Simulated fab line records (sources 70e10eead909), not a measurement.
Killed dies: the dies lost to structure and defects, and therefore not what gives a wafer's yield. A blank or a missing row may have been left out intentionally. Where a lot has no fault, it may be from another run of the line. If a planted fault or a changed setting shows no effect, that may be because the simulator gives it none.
Matching of chambers :: flow nandHarc :: cmp-01 running NHARC_A_SGD_CUT_CMP_21: 4 sister chambers
The step polishes, target thk 148.19 nm. 4 wafers are shown with their chamber, then 10 later ones without.

== WAFERS PAIRED WITH THEIR CHAMBERS ==
wafer: L092.1
chamber: 2
motorCurrentA (A): 11.4

wafer: L092.2
chamber: 0
motorCurrentA (A): 12.2

wafer: L094.1
chamber: 3
motorCurrentA (A): 13.2

wafer: L094.3
chamber: 1
motorCurrentA (A): 12.6

== WAFERS WHOSE CHAMBER IS MISSING ==
wafer: L094.6
motorCurrentA (A): 12.3

wafer: L086.1
motorCurrentA (A): 10.2

wafer: L086.3
motorCurrentA (A): 12.5

wafer: L086.5
motorCurrentA (A): 12.4

wafer: L097.1
motorCurrentA (A): 12.1

wafer: L097.2
motorCurrentA (A): 12.9

wafer: L097.6
motorCurrentA (A): 13.4

wafer: L096.1
motorCurrentA (A): 13.0

wafer: L096.4
motorCurrentA (A): 11.4

wafer: L096.5
motorCurrentA (A): 12.7

== WHICH CHAMBER EACH ONE RAN IN ==
wafer: L094.6
from the rows above: can't be placed: 0 or 1 or 3 or 2
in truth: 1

wafer: L086.1
from the rows above: can't be placed: 2 or 0
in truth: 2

wafer: L086.3
from the rows above: can't be placed: 1 or 0 or 3
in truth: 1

wafer: L086.5
from the rows above: can't be placed: 1 or 0 or 3 or 2
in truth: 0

wafer: L097.1
from the rows above: can't be placed: 0 or 1 or 2
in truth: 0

wafer: L097.2
from the rows above: can't be placed: 3 or 1 or 0
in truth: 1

wafer: L097.6
from the rows above: can't be placed: 3 or 1
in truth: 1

wafer: L096.1
from the rows above: can't be placed: 3 or 1 or 0
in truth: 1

wafer: L096.4
from the rows above: can't be placed: 2 or 0
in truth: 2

wafer: L096.5
from the rows above: can't be placed: 1 or 0 or 3
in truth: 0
Placed correctly: 0 of 10. Cannot be placed on the basis of these rows: 10; the candidates contain the true chamber in 10. Number placed wrongly: 0.
How it was worked out, from the rows above alone: a wafer's distance from a chamber is the root of the sum, over the readings, of the square of ((its reading less the chamber's mean) divided by the reading's scatter). The wafer belongs to the nearest chamber; if the next one is less than 2 further off, it can't be placed. Each chamber's mean is taken over the wafers shown for it. The scatter (one wafer shown for each chamber): square how far every hidden wafer sits from the nearest shown wafer, average those squares and take the square root.
